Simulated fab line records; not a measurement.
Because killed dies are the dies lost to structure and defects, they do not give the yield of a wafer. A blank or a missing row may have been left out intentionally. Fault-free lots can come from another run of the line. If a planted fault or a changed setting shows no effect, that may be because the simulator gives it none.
A struck lot beside a sound one :: flow n5_finfet :: 15 steps out of a route of 1938
Sound: these wafers, L957.4, L957.5, L957.6. The struck wafers were L951.1, L951.3, L951.6. The cause comes at the end.
Order at every step that has rows: each side's tool, ch and its chambers, its first start. Under that, the readings that differ: sound wafers :: struck wafers :: difference of the means :: sigmas: that difference in standard deviations of wafers without a fault.
alike: a reading whose means differ by less than 2 such deviations, as well as words and numbers matching on both sides. not compared: withheld readings; readings where some wafer has no value; bounds like >300 that might hide an equal value; numbers whose values overlap and for which the record gives no deviation.
The two part at a step that has a row with sigmas, a row that says differs or no value, or rows on one side only. When numbers do not overlap yet have no deviation, they are printed without sigmas and do not part them. Lack of a reading on every wafer of one side parts them only where that side has two or more wafers.

first, 1 step without rows for these wafers: N5_BEOL_M12_STRIP_70 (strips in C4F8/O2/Ar).
N5_BEOL_M12_OCD_MEAS_35:
  sound: ocd-01 at day 15 19:39; struck: ocd-01 at day 14 09:04
  alike: trench_depth_nm
N5_BEOL_M12_STRIP_37: strips in N2/H2.
  sound on plasma_asher-01 ch 0,1, day 15 19:43; struck on plasma_asher-02 ch 0,1, day 14 09:05
  alike: drypump_motor_current_A, h2_flow_sccm, heater_power_w, n2_flow_sccm, oes_product_au
  not compared: rf_hours_counter_h
N5_BEOL_M12_ETCH_38: etches SiCN in CF4/N2, target depth 68.7 nm, time 73.4 s.
  sound on rie_diel-05 ch 0,1,3, day 15 20:39; struck on rie_diel-02 ch 0,1,2, day 14 10:35
  alike: drypump_motor_current_A, n2_flow_sccm, oes_product_au, rf_fwd_power_W, rf_vpp_V, showerhead_plenum_p_Torr, throttle_valve_pct
  not compared: rf_hours_counter_h
then, 4 steps without rows for these wafers: N5_BEOL_M12_PRECLEAN_39 (cleans in residue remover, time 60 s); N5_BEOL_M12_SRD_40 (time 30 s, dry time 30 s); N5_BEOL_M12_DEGAS_41 (time 60 s); N5_BEOL_M12_PRE_CLEAN_42 (time 30 s).
N5_BEOL_M12_SPUTTER_43: material TaN, target thk 15 nm, time 24.19 s.
  sound: pvd_sputter-02 at day 15 21:01; struck: pvd_sputter-01 at day 14 11:05
  alike: susceptor_temp_C, throttle_valve_pct
N5_BEOL_M12_SPUTTER_44: material Ta, target thk 10 nm, time 16.13 s.
  sound: pvd_sputter-02 at day 15 21:06; struck: pvd_sputter-01 at day 14 11:10
  alike: susceptor_temp_C, throttle_valve_pct
N5_BEOL_M12_SPUTTER_45: material Cu, target thk 80 nm, time 13.33 s.
  sound: pvd_sputter-02 at day 15 21:11; struck: pvd_sputter-01 at day 14 11:14
  alike: susceptor_temp_C, throttle_valve_pct
then, 1 step without rows for these wafers: N5_BEOL_M12_ECD_47 (material Cu, target thk 720 nm).
N5_BEOL_M12_ANNEAL_48: time 90 s.
  sound on rtp_anneal-01 ch 0, day 15 22:11; struck on rtp_anneal-02, day 14 11:30
  no value came back on the struck wafers for anneal_temp_c (C), anneal_temp_c_max, time_s (s), wafer_temp_C_max; on the sound wafers anneal_temp_c (C) reads 225.07 225.16 225.33
then, 1 step without rows for these wafers: N5_BEOL_M12_CMP_49 (polishes, stops on SiOC, t overpolish 20.6 s, target thk 320 nm).
N5_PASSIVATION_PROBE_49:
  sound: prober-01 at day 17 10:46; struck: prober-02 at day 15 23:08
  alike: defect_limited_yield, killed_at_M0_to_M3, killed_at_M4_up, killed_at_contacts, killed_at_front_end, killed_at_other, killed_dies, killed_on_rim, killed_open, killed_short, sort_bin_5_function, sort_bin_6_memory, sort_n_pass, sort_yield_pct

## WHERE THEY PART
Within this record, at N5_BEOL_M12_ANNEAL_48 only. Later steps at which nothing parts them and some readings are alike: N5_PASSIVATION_PROBE_49.

WHY: whatever the simulator had introduced
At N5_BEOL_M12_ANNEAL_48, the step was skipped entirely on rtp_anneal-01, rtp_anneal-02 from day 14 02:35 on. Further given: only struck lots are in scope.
